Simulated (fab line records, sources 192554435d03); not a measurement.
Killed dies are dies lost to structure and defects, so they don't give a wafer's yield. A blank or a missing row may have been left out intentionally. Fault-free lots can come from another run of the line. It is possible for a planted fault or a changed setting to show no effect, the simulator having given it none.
A struck lot beside a sound one    flow n5-finfet    39 out of 1938 route steps
Sound: these wafers, L893.1, L893.5, L893.6. Struck: wafer L907.5 (left out: L907.3, L907.6 of the same lot, which were not struck); the cause appears at the end.
At each step with rows: each side's tool, then ch and its chambers, then its first start. Under that, the readings that differ: sound wafers    struck wafers    difference of the means    sigmas: that difference in standard deviations of wafers without a fault.
alike: a reading whose means differ by less than 2 such deviations, as well as words and numbers matching on both sides. not compared: withheld readings; readings where some wafer has no value; bounds like >300 that might hide an equal value; numbers whose values overlap and for which the record gives no deviation.
Wherever a step has rows on one side only, a row that says differs or no value, or a row with sigmas, the two part there. Numbers that don't overlap but have no deviation are shown without sigmas and don't part them. Lack of a reading on every wafer of one side parts them only where that side has two or more wafers.

first, 9 steps without rows for these wafers: N5_BEOL_M1_COAT_22 (resist thk 30 nm); N5_BEOL_M1_EBR_24; N5_BEOL_M1_SOFTBAKE_23 (time 60 s); N5_BEOL_M1_EXPOSE_25 (exposes mask V0, defocus 5 nm, target cd 24 nm); N5_BEOL_M1_PEB_26 (peb time 60 s); N5_BEOL_M1_DEVELOP_27 (develop time 30 s); N5_BEOL_M1_DESCUM_33 (chemistry O2, time 7 s); N5_BEOL_M1_ETCH_77 (etches underlayer in N2/H2, target depth 6.5 nm, time 5.2 s); N5_BEOL_M1_ETCH_69 (etches SiARC in CF4, target depth 15.6 nm, time 26 s).
N5_BEOL_M1_ALD_98: deposits SiO2, target thk 2.5 nm, pulse time 1 s, co reactant pulse time 1 s.
  sound on ald-sin-01 ch 0,1, day 6 17:25; struck on ald-sin-01 ch 1, day 9 18:37
reading                                   sound        struck  difference  sigmas
ald-cycles                                17 17 17     25      +8          
model.SiO2_of_BEOL_M1_ALD_98.thk-nm (nm)  2.6 2.6 2.4  3.6     +1.1        
  alike: heater-power-outer-w, heater-power-w, precursor-pulse-height-rel
then, 4 steps without rows for these wafers: N5_BEOL_M1_ETCHBACK_99 (etches SiO2 in CHF3, target depth 5 nm, time 10.4 s); N5_BEOL_M1_ETCH_70 (etches SOC in N2/H2, target depth 80 nm, overetch 16 nm, time 120 s); N5_BEOL_M1_STRIP_71 (strips in N2/H2); N5_BEOL_M1_STRIP_78 (strips in N2/H2).
N5_BEOL_M1_VIA_ETCH_34: etches the open film in C4F6/O2, target depth 67.8 nm, time 64.4 s.
  sound on rie-diel-06 ch 0,1,2, day 8 03:55; struck on rie-diel-02 ch 2, day 10 19:20
reading                   sound           struck  difference  sigmas
model.BEOL_M1.cd-nm (nm)  18.2 17.8 17.6  16      -2          
  alike: drypump-motor-current-A, oes-product-au, rf-vpp-V, showerhead-plenum-p-Torr, throttle-valve-pct
  not compared: rf-hours-counter-h
then, 22 steps without rows for these wafers: N5_BEOL_M1_STRIP_83 (strips in C4F6/O2); N5_BEOL_M1_STRIP_36 (strips in N2/H2); N5_BEOL_M1_TRENCH_ETCH_37 (etches SiOC in C4F6/O2, target depth 55.207 nm, time 29 s); N5_BEOL_M1_ETCH_41 (etches SiCN in CH3F/O2, target depth 31.9 nm, time 57.8 s); N5_BEOL_M1_STRIP_97 (strips in N2/H2, time 10 s); N5_BEOL_M1_HM_STRIP_39 (strips TiN in peroxide tin strip, target depth 25 nm, time 158 s); N5_BEOL_M1_SRD_40 (time 30 s); N5_BEOL_M1_PRECLEAN_42 (cleans in residue remover, time 60 s); N5_BEOL_M1_SRD_43 (time 30 s); N5_BEOL_M1_DEGAS_44 (time 60 s); N5_BEOL_M1_PRE_CLEAN_45 (time 30 s); N5_BEOL_M1_ALD_84 (deposits TaN, pulse time 2 s, purge time 3 s, co reactant purge time 2 s); N5_BEOL_M1_SURFACE_TREAT_85; N5_BEOL_M1_CVD_47 (deposits Co from CCTBA/H2, target thk 3 nm, time 223.8 s); N5_BEOL_M1_SPUTTER_48 (material Cu, target thk 4.5 nm, time 8.29 s); N5_BEOL_M1_ANNEAL_49 (time 240 s); N5_BEOL_M1_SPUTTER_79 (material Cu, target thk 4.5 nm, time 8.29 s); N5_BEOL_M1_ANNEAL_80 (time 240 s); N5_BEOL_M1_SPUTTER_81 (material Cu, target thk 4.5 nm, time 8.29 s); N5_BEOL_M1_ANNEAL_82 (time 240 s); N5_BEOL_M1_SPUTTER_86 (material Cu, target thk 4.5 nm, time 8.29 s); N5_BEOL_M1_ANNEAL_87 (time 240 s).
-- here the record skips 5 days between the struck wafers' starts before and after, leaving off in module BEOL_M1 and picking up in module BEOL_M4 (first step shown: number 1111 of the route) --
N5_BEOL_M4_RC_MEAS_101:
  sound on prober-01 ch 0, day 12 07:42; struck on prober-01 ch 0, day 15 09:01
reading                       sound           struck  difference  sigmas
CHAIN_V0 (ohm/link)           245 245 255     305     +57         +4
CHAIN_V0_max_site (ohm/link)  251 253 266     325     +68         +5
DIBL_N (mV/V)                 37.5 34.7 33.6  40.4    +5.1        +2
IOFF_N (nA/um)                0.19 0.13 0.12  0.27    +0.12       +3
VT_N (mV)                     245 248 253     240     -9          -2
  alike: DIBL_P, IOFF_P, ION_N, ION_P, SS_N, SS_P, VT_P
-- the record jumps here: 5 days lie between the struck wafers' starts before and after (it left off in module BEOL_M4 and takes up again in module PASSIVATION, whose first step shown is number 1936 of the route) --
N5_PASSIVATION_PROBE_49:
  struck on prober-02, day 20 11:48; sound on prober-01, day 16 10:29
  alike: defect-limited-yield, killed_at_M0_to_M3, killed_at_M4_up, killed-at-contacts, killed-at-front-end, killed-at-other, killed-dies, killed-on-rim, killed-open, killed-short, sort_bin_5_function, sort_bin_6_memory, sort_bin_8_speed, sort-n-pass, sort-yield-pct

## WHERE THEY PART
At N5_BEOL_M4_RC_MEAS_101 and nowhere else, as far as this record goes. Later steps at which nothing parts them and some readings are alike: N5_PASSIVATION_PROBE_49.

WHY: whatever the simulator had introduced
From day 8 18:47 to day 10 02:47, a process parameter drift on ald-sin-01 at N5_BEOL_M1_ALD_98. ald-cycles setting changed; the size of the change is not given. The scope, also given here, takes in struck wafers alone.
